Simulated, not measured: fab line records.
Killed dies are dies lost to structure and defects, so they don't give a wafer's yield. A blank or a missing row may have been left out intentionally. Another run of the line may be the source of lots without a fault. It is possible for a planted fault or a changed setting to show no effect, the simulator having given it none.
fab line records | flow n5Finfet | part 1 of 2: steps 1 to 18 of 28
record lots=5 | wafers=15 | lastDay=17
route steps=1938 shown SD_EPI_N@266
lots with no fault: from the same line, run without faults
startH: the number of hours between the record's first day and the start of the first shown wafer of the lot | waitH: how many hours have passed since the lot's step before this one | " unchanged from the row above | L1.1+2: one row covering several wafers at once | - no value, or no start given | * or withheld: withheld | < > ~ a bound
route shown NAME@n: NAME is a module with steps in the file, n the number in the route of the first one | usual: mean/standard deviation of fault-free wafers | same: alike in all rows | chamber/n: place in a boat | sites: the reading at each site | _std_site: the values' standard deviation | _edge_site: the outer-site mean with the inner-site mean subtracted | radiusMm: how far each site lies from the wafer's centre | mask NAME#n: copy n | behind: tool/chamber where the wafer was last shaped | hold: cause of the lot's hold/its duration in hours/its outcome | device: which transistor (n, p or np) failed to switch | end of line: tests of these same wafers at the route's end | a step without rows: its recipe alone | killed: the dies lost at the first sort to structure and to defects; this is not the yield of the wafer | map: dies across one wafer; x = killed, . = not, _ = none there
set.NAME: setting as actually run; set.NAME@STEP: the setting as run at that earlier step | model.NAME: the simulator's own value behind a step, which no gauge read
lots at selected steps of the route; one table per step, one row per wafer
services: the hour from which a tool's chamber was out of use, counted from the record's first day as startH (under 0 if before that day), plus the number of hours and why
## steps
# step N5_SD_EPI_N_SOFTBAKE_04
# recipe tempC=110 | timeS=60 | resist=CAR-ArF-block
lot.wafer  | tool          | chamber | startH | waitH
L078.2+3+5 | lithoTrack-03 | 0       | -      | -
L082.1+4+5 | lithoTrack-01 | 0       | -      | -
L084.3+5+6 | lithoTrack-03 | 0       | -      | -
L089.2+3+5 | lithoTrack-01 | 0       | -      | -
L096.2+4+6 | lithoTrack-03 | 0       | -      | -
# step N5_SD_EPI_N_EXPOSE_06
# recipe maskId=SD_N_BLK | na=1.35 | sourceShape=conventional | sigmaOuter=0.8 | polarization=unpolarized | targetCdNm=120 | doseMj=39.75
# usual exposureDoseMJCm2=39.74/0.04
# same na=1.35
lot.wafer | tool           | chamber | startH | waitH | mask       | exposureDoseMJCm2
L078.2    | arfiScanner-01 | 0       | 72.30  | -     | SD_N_BLK#0 | 39.78
L078.3    | "              | 0       | "      | "     | SD_N_BLK#0 | 39.75
L078.5    | "              | 0       | "      | "     | SD_N_BLK#0 | 39.72
L082.1    | arfiScanner-02 | 0       | 95.40  | -     | SD_N_BLK#0 | 39.79
L082.4    | "              | 0       | "      | "     | SD_N_BLK#0 | 39.76
L082.5    | "              | 0       | "      | "     | SD_N_BLK#0 | 39.82
L084.3    | arfiScanner-03 | 0       | 110.97 | -     | SD_N_BLK#0 | 39.74
L084.5    | "              | 0       | "      | "     | SD_N_BLK#0 | 39.75
L084.6    | "              | 0       | "      | "     | SD_N_BLK#0 | 39.75
L089.2    | arfiScanner-02 | 0       | 143.61 | -     | SD_N_BLK#0 | 39.79
L089.3    | "              | 0       | "      | "     | SD_N_BLK#0 | 39.74
L089.5    | "              | 0       | "      | "     | SD_N_BLK#0 | 39.71
L096.2    | arfiScanner-01 | 0       | 185.63 | -     | SD_N_BLK#0 | 39.70
L096.4    | "              | 0       | "      | "     | SD_N_BLK#0 | 39.77
L096.6    | "              | 0       | "      | "     | SD_N_BLK#0 | 39.71
# step N5_SD_EPI_N_PEB_07
# recipe pebTempC=110 | pebTimeS=60 | resist=CAR-ArF-block
# same pebTimeS=60
lot.wafer  | tool          | chamber | startH | waitH
L078.2+3+5 | lithoTrack-02 | 0       | 72.35  | 0.0
L082.1+4+5 | lithoTrack-01 | 0       | 95.46  | 0.1
L084.3+5+6 | lithoTrack-02 | 0       | 111.02 | 0.0
L089.2+3+5 | lithoTrack-01 | 0       | 143.67 | 0.0
L096.2+4+6 | lithoTrack-01 | 0       | 185.68 | 0.0
# step N5_SD_EPI_N_DEVELOP_08
# recipe developTimeS=30 | developer=TMAH | resist=CAR-ArF-block | devTempC=23 | rinseLiquid=diw | dry=airSpin
lot.wafer  | tool          | chamber | startH | waitH
L078.2+3+5 | lithoTrack-02 | 0       | -      | -
L082.1+4+5 | lithoTrack-01 | 0       | -      | -
L084.3+5+6 | lithoTrack-02 | 0       | -      | -
L089.2+3+5 | lithoTrack-01 | 0       | -      | -
L096.2+4+6 | lithoTrack-01 | 0       | -      | -
# step N5_SD_EPI_N_CD_MEAS_09
# recipe targetCdNm=120 | landingEnergyEv=500 | detector=seInlens
# usual cdNm=119.9/0.65
lot.wafer | tool     | chamber | startH | waitH | cdNm
L078.2    | cdSem-02 | 0       | 72.42  | -     | 120.3
L078.3    | "        | 0       | "      | "     | 120.2
L078.5    | "        | 0       | "      | "     | 119.9
L082.1    | cdSem-02 | 0       | 95.53  | -     | 119.7
L082.4    | "        | 0       | "      | "     | 120.2
L082.5    | "        | 0       | "      | "     | 119.0
L084.3    | cdSem-02 | 0       | 111.09 | -     | 119.3
L084.5    | "        | 0       | "      | "     | 120.0
L084.6    | "        | 0       | "      | "     | 119.1
L089.2    | cdSem-03 | 0       | 143.73 | -     | 120.6
L089.3    | "        | 0       | "      | "     | 119.8
L089.5    | "        | 0       | "      | "     | 119.9
L096.2    | cdSem-03 | 0       | 185.75 | -     | 119.6
L096.4    | "        | 0       | "      | "     | 120.4
L096.6    | "        | 0       | "      | "     | 119.9
# step N5_SD_EPI_N_OVL_MEAS_10
# recipe pointsPerWafer=44
# usual SD_N_BLK_OVL=-0.6/0.91
lot.wafer | tool       | chamber | startH | waitH | SD_N_BLK_OVL[nm]
L078.2    | overlay-01 | 0       | 72.45  | 0.0   | -0.6
L078.3    | "          | 0       | "      | "     | -0.2
L078.5    | "          | 0       | "      | "     | -1.5
L082.1    | overlay-01 | 0       | 95.56  | 0.0   | -0.4
L082.4    | "          | 0       | "      | "     | 0.0
L082.5    | "          | 0       | "      | "     | -0.5
L084.3    | overlay-01 | 0       | 111.11 | 0.0   | 1.2
L084.5    | "          | 0       | "      | "     | 1.1
L084.6    | "          | 0       | "      | "     | -0.3
L089.2    | overlay-02 | 0       | 143.76 | 0.0   | 0.3
L089.3    | "          | 0       | "      | "     | -0.8
L089.5    | "          | 0       | "      | "     | -0.5
L096.2    | overlay-01 | 0       | 185.78 | 0.0   | 0.1
L096.4    | "          | 0       | "      | "     | 0.9
L096.6    | "          | 0       | "      | "     | 0.0
# step N5_SD_EPI_N_INSPECT_11
# recipe mode=adi | inspectInstrument=macro
# usual rawDefectCount=2.0/1.4
lot.wafer | tool             | chamber | startH | waitH | rawDefectCount
L078.2    | defectInspect-02 | -       | 72.47  | 0.0   | 2
L078.3    | "                | -       | "      | "     | 0
L078.5    | "                | -       | "      | "     | 2
L082.1    | defectInspect-01 | -       | 95.58  | 0.0   | 2
L082.4    | "                | -       | "      | "     | 2
L082.5    | "                | -       | "      | "     | 1
L084.3    | defectInspect-01 | -       | 111.14 | 0.0   | 0
L084.5    | "                | -       | "      | "     | 2
L084.6    | "                | -       | "      | "     | 0
L089.2    | defectInspect-01 | -       | 143.79 | 0.0   | 0
L089.3    | "                | -       | "      | "     | 3
L089.5    | "                | -       | "      | "     | 1
L096.2    | defectInspect-02 | -       | 185.80 | 0.0   | 2
L096.4    | "                | -       | "      | "     | 1
L096.6    | "                | -       | "      | "     | 3
# step N5_SD_EPI_N_DESCUM_14
# recipe chemistry=O2 | timeS=7.9 | sourcePowerW=50 | biasPowerW=20 | pressureMtorr=20 | rfFrequencyHz=2.712e+07 | tempC=40 | resist=CAR-ArF-block | o2FlowSccm=225
# usual drypumpMotorCurrentA=5.5/0.45 | oesProductAu=0.80/0.098 | rfVppV=243.3/1.3 | showerheadPlenumPTorr=2.10/0.07 | tempC=39.99/0.11 | throttleValvePct=20.59/0.21
lot.wafer | tool       | chamber | startH | waitH | drypumpMotorCurrentA | oesProductAu | rfHoursCounterH | rfVppV | showerheadPlenumPTorr | tempC | throttleValvePct
L078.2    | rieDiel-02 | 3       | 73.16  | 0.7   | 4.9                  | 0.78         | 120             | 243.7  | 2.11                  | 39.95 | 20.41
L078.3    | "          | 2       | "      | "     | 5.0                  | 0.75         | 140             | 241.0  | 2.01                  | 40.06 | 20.73
L078.5    | "          | 3       | "      | "     | 4.9                  | 0.77         | -               | 242.6  | 2.11                  | 39.97 | 20.44
L082.1    | rieDiel-04 | 2       | 95.62  | 0.0   | 5.7                  | 0.71         | 244             | 242.6  | 2.15                  | 40.08 | 21.03
L082.4    | "          | 0       | "      | "     | 5.5                  | 0.99         | 3               | 243.8  | 2.14                  | 39.82 | 20.48
L082.5    | "          | 0       | "      | "     | 5.5                  | 0.99         | -               | 245.2  | 2.14                  | 39.90 | 20.46
L084.3    | rieDiel-01 | 1       | 111.17 | 0.0   | 6.1                  | 0.79         | 89              | 242.0  | 2.03                  | 39.83 | 20.64
L084.5    | "          | 3       | "      | "     | 6.2                  | 0.84         | -               | 245.1  | 2.22                  | 39.96 | 20.82
L084.6    | "          | 0       | "      | "     | 5.9                  | 0.68         | -               | 242.4  | 2.15                  | 39.87 | 20.63
L089.2    | rieDiel-04 | 1       | 143.82 | 0.0   | 4.7                  | 0.70         | 220             | 242.9  | 2.06                  | 39.96 | 20.60
L089.3    | "          | 3       | "      | "     | 5.4                  | 0.82         | 75              | 243.6  | 2.13                  | 39.94 | 20.57
L089.5    | "          | 3       | "      | "     | 5.4                  | 0.82         | -               | 243.4  | 2.13                  | 39.92 | 20.58
L096.2    | rieDiel-01 | 3       | 185.94 | 0.1   | 6.2                  | 0.81         | 99              | 244.4  | 2.21                  | 40.00 | 20.86
L096.4    | "          | 1       | "      | "     | 6.1                  | 0.77         | 119             | 241.9  | 2.02                  | 40.10 | 20.69
L096.6    | "          | 0       | "      | "     | 5.9                  | 0.96         | -               | 244.8  | 2.14                  | 40.07 | 20.21
# step N5_SD_EPI_N_ETCH_34
# recipe chemistry=CF4 | target=SiARC | targetDepthA=455 | maskMaterial=CAR-ArF-block | timeS=75.8 | ionEnergyEv=80 | pressureMtorr=40 | sourceW=545 | biasW=36 | Ar_flow_sccm=100 | cf4FlowSccm=100 | ends=cleared
# usual drypumpMotorCurrentA=5.5/0.45 | etchRfOnTimeS=75.2/1.1 | oesProductAu=0.69/0.084 | rfVppV=184.2/1 | showerheadPlenumPTorr=2.15/0.064 | throttleValvePct=15.73/0.2
lot.wafer | tool       | chamber | startH | waitH | drypumpMotorCurrentA | etchRfOnTimeS | oesProductAu | rfHoursCounterH | rfVppV | showerheadPlenumPTorr | throttleValvePct
L078.2    | rieDiel-02 | 3       | 73.19  | 0.0   | 4.9                  | 76.2          | 0.67         | 120             | 183.5  | 2.16                  | 15.59
L078.3    | "          | 2       | "      | "     | 5.0                  | 75.6          | 0.64         | 140             | 183.1  | 2.06                  | 15.86
L078.5    | "          | 3       | "      | "     | 4.9                  | 75.6          | 0.66         | -               | 184.9  | 2.16                  | 15.59
L082.1    | rieDiel-04 | 2       | 95.65  | 0.0   | 5.7                  | 77.7          | 0.59         | 244             | 184.8  | 2.19                  | 16.18
L082.4    | "          | 0       | "      | "     | 5.5                  | 73.6          | 0.85         | 3               | 185.9  | 2.19                  | 15.62
L082.5    | "          | 0       | "      | "     | 5.5                  | 74.0          | 0.85         | -               | 185.0  | 2.19                  | 15.61
L084.3    | rieDiel-01 | 1       | 111.21 | 0.0   | 6.1                  | 75.6          | 0.68         | 89              | 182.8  | 2.08                  | 15.82
L084.5    | "          | 3       | "      | "     | 6.2                  | 74.8          | 0.72         | -               | 185.3  | 2.25                  | 15.85
L084.6    | "          | 0       | "      | "     | 5.9                  | 75.9          | 0.59         | -               | 184.1  | 2.20                  | 15.88
L089.2    | rieDiel-04 | 1       | 143.85 | 0.0   | 4.7                  | 76.0          | 0.60         | 220             | 183.5  | 2.12                  | 15.90
L089.3    | "          | 3       | "      | "     | 5.4                  | 74.8          | 0.71         | 75              | 184.9  | 2.17                  | 15.63
L089.5    | "          | 3       | "      | "     | 5.4                  | 74.6          | 0.71         | -               | 184.2  | 2.17                  | 15.65
L096.2    | rieDiel-01 | 3       | 185.97 | 0.0   | 6.2                  | 74.6          | 0.70         | 99              | 184.3  | 2.24                  | 15.91
L096.4    | "          | 1       | "      | "     | 6.1                  | 74.3          | 0.66         | 119             | 183.7  | 2.07                  | 15.88
L096.6    | "          | 0       | "      | "     | 6.0                  | 74.6          | 0.84         | -               | 185.3  | 2.19                  | 15.40
# step N5_SD_EPI_N_ETCH_35
# recipe chemistry=N2/H2 | target=SOC | overetchA=1080 | maskMaterial=SiARC | tempC=40 | ionEnergyEv=100 | sourceW=3000 | biasW=133 | pressureMtorr=20 | timeS=486 | n2FlowSccm=200 | h2FlowSccm=200
# usual drypumpMotorCurrentA=5.5/0.45 | oesProductAu=0.72/0.083 | rfVppV=240.8/1.3 | showerheadPlenumPTorr=2.55/0.085 | tempC=40.01/0.12 | throttleValvePct=23.9/0.32
lot.wafer | tool       | chamber | startH | waitH | drypumpMotorCurrentA | oesProductAu | rfHoursCounterH | rfVppV | showerheadPlenumPTorr | tempC | throttleValvePct
L078.2    | rieDiel-02 | 3       | 73.25  | 0.0   | 4.9                  | 0.70         | 121             | 241.5  | 2.55                  | 40.01 | 23.9
L078.3    | "          | 2       | "      | "     | 5.0                  | 0.67         | 140             | 239.6  | 2.44                  | 39.83 | 24.1
L078.5    | "          | 3       | "      | "     | 4.9                  | 0.69         | -               | 242.5  | 2.55                  | 40.04 | 23.9
L082.1    | rieDiel-04 | 2       | 95.71  | 0.0   | 5.6                  | 0.63         | 244             | 240.0  | 2.61                  | 40.03 | 24.7
L082.4    | "          | 0       | "      | "     | 5.5                  | 0.87         | 3               | 241.2  | 2.60                  | 39.92 | 23.9
L082.5    | "          | 0       | "      | "     | 5.5                  | 0.88         | -               | 242.0  | 2.60                  | 39.81 | 23.9
L084.3    | rieDiel-01 | 1       | 111.26 | 0.0   | 6.1                  | 0.71         | 89              | 238.1  | 2.45                  | 40.07 | 23.9
L084.5    | "          | 3       | "      | "     | 6.2                  | 0.75         | -               | 242.3  | 2.68                  | 40.21 | 24.4
L084.6    | "          | 0       | "      | "     | 5.9                  | 0.62         | -               | 241.2  | 2.61                  | 40.11 | 23.9
L089.2    | rieDiel-04 | 1       | 143.91 | 0.0   | 4.7                  | 0.62         | 220             | 241.1  | 2.50                  | 39.94 | 23.7
L089.3    | "          | 3       | "      | "     | 5.4                  | 0.74         | 75              | 239.5  | 2.57                  | 39.96 | 24.0
L089.5    | "          | 3       | "      | "     | 5.4                  | 0.75         | -               | 241.4  | 2.57                  | 39.97 | 23.9
L096.2    | rieDiel-01 | 3       | 186.03 | 0.0   | 6.2                  | 0.73         | 99              | 242.9  | 2.67                  | 40.19 | 24.4
L096.4    | "          | 1       | "      | "     | 6.1                  | 0.69         | 119             | 240.9  | 2.44                  | 40.03 | 24.0
L096.6    | "          | 0       | "      | "     | 5.9                  | 0.86         | -               | 243.3  | 2.60                  | 40.10 | 23.5
# step N5_SD_EPI_N_STRIP_36
# recipe chemistry=N2/H2 | tempC=40 | n2FlowSccm=200 | h2FlowSccm=200 | rfFrequencyHz=6e+07
lot.wafer  | tool       | chamber | startH | waitH
L078.2+3+5 | rieDiel-02 | 3,2,3   | 73.56  | 0.2
L082.1+4+5 | rieDiel-04 | 2,0,0   | 96.02  | 0.2
L084.3+5+6 | rieDiel-01 | 1,3,0   | 111.58 | 0.2
L089.2+3+5 | rieDiel-04 | 1,3,3   | 144.22 | 0.2
L096.2+4+6 | rieDiel-01 | 3,1,0   | 186.34 | 0.2
# step N5_SD_EPI_N_ETCHBACK_44
# recipe chemistry=CH3F/O2 | mode=anisotropicEtchback | target=SiNx | targetDepthA=145 | stopOn=SiO2 | overEtchFrac=0.3 | ionEnergyEv=120 | pressureMtorr=30 | sourceW=395 | biasW=73 | Ar_flow_sccm=150 | CH3F_flow_sccm=30 | O2_flow_sccm=20
# usual O2_flow_sccm=20.00/0.055 | drypumpMotorCurrentA=5.5/0.45 | oesProductAu=0.69/0.079 | rfVppV=298/3.4 | showerheadPlenumPTorr=2.01/0.064 | throttleValvePct=16.47/0.2
# same overEtchFrac=0.3
lot.wafer | tool       | chamber | startH | waitH | O2_flow_sccm | drypumpMotorCurrentA | oesProductAu | rfHoursCounterH | rfVppV | showerheadPlenumPTorr | throttleValvePct
L078.2    | rieDiel-02 | 3       | 73.57  | 0.0   | 20.07        | 4.9                  | 0.66         | 121             | 300    | 2.02                  | 16.33
L078.3    | "          | 2       | "      | "     | 20.04        | 5.0                  | 0.65         | 140             | 294    | 1.93                  | 16.66
L078.5    | "          | 3       | "      | "     | 19.96        | 4.9                  | 0.67         | -               | 301    | 2.02                  | 16.33
L082.1    | rieDiel-04 | 2       | 96.03  | 0.0   | 19.83        | 5.6                  | 0.60         | 244             | 296    | 2.04                  | 16.88
L082.4    | "          | 0       | "      | "     | 19.98        | 5.5                  | 0.83         | 3               | 303    | 2.05                  | 16.36
L082.5    | "          | 0       | "      | "     | 19.92        | 5.5                  | 0.84         | -               | 302    | 2.05                  | 16.37
L084.3    | rieDiel-01 | 1       | 111.59 | 0.0   | 19.91        | 6.0                  | 0.68         | 89              | 294    | 1.94                  | 16.54
L084.5    | "          | 3       | "      | "     | 20.04        | 6.2                  | 0.71         | -               | 301    | 2.11                  | 16.62
L084.6    | "          | 0       | "      | "     | 19.93        | 5.9                  | 0.59         | -               | 298    | 2.05                  | 16.57
L089.2    | rieDiel-04 | 1       | 144.23 | 0.0   | 19.98        | 4.7                  | 0.60         | 220             | 298    | 1.98                  | 16.59
L089.3    | "          | 3       | "      | "     | 20.01        | 5.4                  | 0.70         | 76              | 294    | 2.03                  | 16.41
L089.5    | "          | 3       | "      | "     | 20.01        | 5.4                  | 0.71         | -               | 294    | 2.03                  | 16.41
L096.2    | rieDiel-01 | 3       | 186.35 | 0.0   | 20.00        | 6.2                  | 0.69         | 99              | 300    | 2.10                  | 16.68
L096.4    | "          | 1       | "      | "     | 20.01        | 6.1                  | 0.66         | 119             | 293    | 1.93                  | 16.58
L096.6    | "          | 0       | "      | "     | 19.98        | 5.9                  | 0.82         | -               | 299    | 2.05                  | 16.10
# step N5_SD_EPI_N_ETCH_45
# recipe chemistry=CH3F/O2 | target=SiOCN | targetDepthA=60 | maskMaterial=SOC | ionEnergyEv=60 | biasW=29 | pressureMtorr=15 | sourceW=410 | Ar_flow_sccm=150 | CH3F_flow_sccm=30 | O2_flow_sccm=20
# usual O2_flow_sccm=20.00/0.064 | drypumpMotorCurrentA=5.5/0.45 | oesProductAu=0.80/0.099 | rfVppV=127.6/1 | showerheadPlenumPTorr=2.00/0.064 | throttleValvePct=23.47/0.21
lot.wafer | tool       | chamber | startH | waitH | O2_flow_sccm | drypumpMotorCurrentA | oesProductAu | rfHoursCounterH | rfVppV | showerheadPlenumPTorr | throttleValvePct
L078.2    | rieDiel-02 | 3       | 73.67  | 0.1   | 20.03        | 4.9                  | 0.77         | 121             | 128.3  | 2.01                  | 23.30
L078.3    | "          | 2       | "      | "     | 20.07        | 5.0                  | 0.75         | 140             | 126.4  | 1.92                  | 23.69
L078.5    | "          | 3       | "      | "     | 20.00        | 4.9                  | 0.76         | -               | 126.2  | 2.01                  | 23.29
L082.1    | rieDiel-04 | 2       | 96.13  | 0.1   | 20.02        | 5.7                  | 0.70         | 244             | 127.3  | 2.04                  | 23.81
L082.4    | "          | 0       | "      | "     | 20.01        | 5.5                  | 1.00         | 3               | 125.8  | 2.04                  | 23.42
L082.5    | "          | 0       | "      | "     | 20.03        | 5.5                  | 1.00         | -               | 127.5  | 2.04                  | 23.42
L084.3    | rieDiel-01 | 1       | 111.69 | 0.1   | 20.07        | 6.1                  | 0.80         | 89              | 125.7  | 1.93                  | 23.53
L084.5    | "          | 3       | "      | "     | 20.06        | 6.2                  | 0.84         | -               | 127.3  | 2.10                  | 23.67
L084.6    | "          | 0       | "      | "     | 19.91        | 5.9                  | 0.68         | -               | 128.1  | 2.05                  | 23.50
L089.2    | rieDiel-04 | 1       | 144.33 | 0.1   | 19.98        | 4.7                  | 0.69         | 220             | 128.4  | 1.97                  | 23.52
L089.3    | "          | 3       | "      | "     | 20.01        | 5.4                  | 0.83         | 76              | 127.0  | 2.02                  | 23.45
L089.5    | "          | 3       | "      | "     | 19.92        | 5.4                  | 0.82         | -               | 126.8  | 2.02                  | 23.45
L096.2    | rieDiel-01 | 3       | 186.45 | 0.1   | 19.88        | 6.2                  | 0.82         | 99              | 128.7  | 2.09                  | 23.71
L096.4    | "          | 1       | "      | "     | 20.00        | 6.0                  | 0.78         | 119             | 126.2  | 1.92                  | 23.58
L096.6    | "          | 0       | "      | "     | 19.93        | 5.9                  | 0.97         | -               | 126.8  | 2.04                  | 23.11
# step N5_SD_EPI_N_ETCH_16
# recipe chemistry=CHF3/O2 | target=SiO2 | targetDepthA=50 | maskMaterial=SOC | pressureMtorr=30 | sourceW=650 | biasW=170 | Ar_flow_sccm=200 | CHF3_flow_sccm=50 | O2_flow_sccm=5 | ionEnergyEv=200
# usual O2_flow_sccm=4.998/0.015 | drypumpMotorCurrentA=5.5/0.45 | oesProductAu=0.80/0.098 | rfVppV=525/6 | showerheadPlenumPTorr=2.42/0.074 | throttleValvePct=19.03/0.21
lot.wafer | tool       | chamber | startH | waitH | O2_flow_sccm | drypumpMotorCurrentA | oesProductAu | rfHoursCounterH | rfVppV | showerheadPlenumPTorr | throttleValvePct
L078.2    | rieDiel-02 | 3       | 73.77  | 0.1   | 4.997        | 4.9                  | 0.77         | 121             | 532    | 2.43                  | 18.88
L078.3    | "          | 2       | "      | "     | 5.011        | 5.0                  | 0.75         | 140             | 518    | 2.32                  | 19.20
L078.5    | "          | 3       | "      | "     | 5.006        | 4.9                  | 0.78         | -               | 532    | 2.43                  | 18.87
L082.1    | rieDiel-04 | 2       | 96.23  | 0.1   | 5.008        | 5.6                  | 0.70         | 244             | 520    | 2.46                  | 19.41
L082.4    | "          | 0       | "      | "     | 4.995        | 5.5                  | 1.00         | 3               | 533    | 2.47                  | 18.96
L082.5    | "          | 0       | "      | "     | 5.003        | 5.5                  | 1.01         | -               | 533    | 2.47                  | 18.97
L084.3    | rieDiel-01 | 1       | 111.79 | 0.1   | 4.997        | 6.1                  | 0.80         | 89              | 520    | 2.34                  | 19.10
L084.5    | "          | 3       | "      | "     | 4.998        | 6.2                  | 0.85         | -               | 531    | 2.54                  | 19.23
L084.6    | "          | 0       | "      | "     | 4.989        | 6.0                  | 0.68         | -               | 526    | 2.47                  | 19.12
L089.2    | rieDiel-04 | 1       | 144.43 | 0.1   | 4.984        | 4.7                  | 0.69         | 220             | 526    | 2.38                  | 19.14
L089.3    | "          | 3       | "      | "     | 5.002        | 5.4                  | 0.82         | 76              | 520    | 2.44                  | 18.96
L089.5    | "          | 3       | "      | "     | 5.024        | 5.4                  | 0.84         | -               | 518    | 2.44                  | 18.97
L096.2    | rieDiel-01 | 3       | 186.55 | 0.1   | 4.988        | 6.2                  | 0.82         | 99              | 530    | 2.52                  | 19.28
L096.4    | "          | 1       | "      | "     | 5.005        | 6.1                  | 0.78         | 119             | 518    | 2.33                  | 19.15
L096.6    | "          | 0       | "      | "     | 4.990        | 5.9                  | 0.97         | -               | 527    | 2.47                  | 18.71
# step N5_SD_EPI_N_STRIP_47
# recipe chemistry=CHF3/O2 | resist=SiARC | rfFrequencyHz=6e+07
lot.wafer  | tool       | chamber | startH | waitH
L078.2+3+5 | rieDiel-02 | 3,2,3   | 73.81  | 0.0
L082.1+4+5 | rieDiel-04 | 2,0,0   | 96.27  | 0.0
L084.3+5+6 | rieDiel-01 | 1,3,0   | 111.83 | 0.0
L089.2+3+5 | rieDiel-04 | 1,3,3   | 144.47 | 0.0
L096.2+4+6 | rieDiel-01 | 3,1,0   | 186.59 | 0.0
# step N5_SD_EPI_N_SD_RECESS_17
# recipe chemistry=HBr/Cl2/O2 | targetDepthA=410 | maskMaterial=SOC | timeS=23.7 | btTimeS=3 | pressureMtorr=10 | icpW=800 | biasW=112 | HBr_flow_sccm=150 | Cl2_flow_sccm=80 | O2_flow_sccm=12
# usual O2_flow_sccm=12.00/0.038 | drypumpMotorCurrentA=5.6/0.37 | oesProductAu=1.001/0.014 | throttleValvePct=37.2/0.31
lot.wafer | tool     | chamber | startH | waitH | O2_flow_sccm | drypumpMotorCurrentA | oesProductAu | rfHoursCounterH | throttleValvePct
L078.2    | rieSi-01 | 2       | 73.84  | 0.0   | 11.97        | 5.7                  | 0.998        | 79              | 36.8
L078.3    | "        | 1       | "      | "     | 11.97        | 5.3                  | 1.000        | 201             | 37.4
L078.5    | "        | 1       | "      | "     | 11.99        | 5.3                  | 1.009        | -               | 37.3
L082.1    | rieSi-01 | 0       | 96.30  | 0.0   | 12.00        | 5.5                  | 1.025        | 128             | 37.2
L082.4    | "        | 0       | "      | "     | 11.93        | 5.5                  | 1.017        | -               | 37.2
L082.5    | "        | 3       | "      | "     | 12.05        | 5.0                  | 1.014        | -               | 37.2
L084.3    | rieSi-01 | 0       | 111.86 | 0.0   | 12.04        | 5.5                  | 1.028        | 128             | 37.2
L084.5    | "        | 2       | "      | "     | 11.99        | 5.7                  | 1.011        | -               | 36.8
L084.6    | "        | 3       | "      | "     | 12.01        | 5.0                  | 1.021        | -               | 37.2
L089.2    | rieSi-03 | 2       | 144.51 | 0.0   | 12.04        | 5.8                  | 1.007        | 81              | 37.4
L089.3    | "        | 1       | "      | "     | 12.01        | 5.8                  | 0.994        | 21              | 37.4
L089.5    | "        | 2       | "      | "     | 12.03        | 5.8                  | 0.997        | -               | 37.4
L096.2    | rieSi-03 | 2       | 186.62 | 0.0   | 11.97        | 5.8                  | 1.003        | 81              | 37.4
L096.4    | "        | 1       | "      | "     | 12.02        | 5.9                  | 0.999        | 22              | 37.4
L096.6    | "        | 0       | "      | "     | 11.98        | 4.8                  | 0.992        | -               | 37.4
# step N5_SD_EPI_N_STRIP_38
# recipe chemistry=N2/H2 | powerW=1000 | tempC=250 | h2Frac=0.65 | overashFraction=0.3 | pressureMtorr=withheld | n2FlowSccm=1750 | h2FlowSccm=3250
# usual drypumpMotorCurrentA=5.91/0.18 | heaterPowerW=310/24 | oesProductAu=0.760/0.011 | tempC=250.01/0.24
lot.wafer | tool           | chamber | startH | waitH | drypumpMotorCurrentA | heaterPowerW | oesProductAu | rfHoursCounterH | tempC
L078.2    | plasmaAsher-02 | 0       | 73.94  | 0.1   | 6.12                 | 324          | 0.771        | 87              | 250.06
L078.3    | "              | 0       | "      | "     | 6.08                 | 327          | 0.752        | -               | 249.63
L078.5    | "              | 1       | "      | "     | 5.93                 | 281          | 0.746        | -               | 249.85
L082.1    | plasmaAsher-02 | 0       | 96.40  | 0.1   | 6.07                 | 322          | 0.764        | 91              | 250.42
L082.4    | "              | 0       | "      | "     | 6.07                 | 325          | 0.772        | -               | 250.36
L082.5    | "              | 1       | "      | "     | 5.92                 | 278          | 0.748        | -               | 250.07
L084.3    | plasmaAsher-02 | 1       | 111.97 | 0.1   | 5.88                 | 276          | 0.756        | -               | 249.55
L084.5    | "              | 0       | "      | "     | 6.10                 | 322          | 0.765        | -               | 249.83
L084.6    | "              | 1       | "      | "     | 5.95                 | 277          | 0.794        | -               | 249.66
L089.2    | plasmaAsher-02 | 1       | 144.60 | 0.1   | 5.94                 | 276          | 0.756        | 101             | 249.99
L089.3    | "              | 0       | "      | "     | 6.09                 | 325          | 0.754        | -               | 250.26
L089.5    | "              | 1       | "      | "     | 5.91                 | 279          | 0.739        | -               | 250.10
L096.2    | plasmaAsher-01 | 0       | 186.72 | 0.1   | 5.63                 | 335          | 0.754        | 58              | 250.20
L096.4    | "              | 1       | "      | "     | 6.02                 | 292          | 0.764        | -               | 250.10
L096.6    | "              | 0       | "      | "     | 5.62                 | 336          | 0.767        | -               | 249.99
# step N5_SD_EPI_N_WET_ETCH_43
# recipe chemistry=dHF | dilution=withheld | timeS=14 | target=SiO2 | targetDepthA=15 | tempC=25
# usual tempC=24.99/0.11
lot.wafer | tool        | chamber | startH | waitH | tempC
L078.2    | wetBench-06 | 0       | 74.04  | -     | 25.04
L078.3    | "           | 2       | "      | "     | 25.07
L078.5    | "           | 5       | "      | "     | 25.08
L082.1    | wetBench-05 | 2       | 96.48  | -     | 24.92
L082.4    | "           | 3       | "      | "     | 24.86
L082.5    | "           | 1       | "      | "     | 24.84
L084.3    | wetBench-06 | 4       | 112.04 | -     | 25.20
L084.5    | "           | 5       | "      | "     | 24.84
L084.6    | "           | 0       | "      | "     | 25.04
L089.2    | wetBench-06 | 4       | 144.70 | -     | 25.03
L089.3    | "           | 5       | "      | "     | 25.15
L089.5    | "           | 1       | "      | "     | 25.17
L096.2    | wetBench-05 | 5       | 186.81 | -     | 24.89
L096.4    | "           | 3       | "      | "     | 25.04
L096.6    | "           | 7       | "      | "     | 24.94
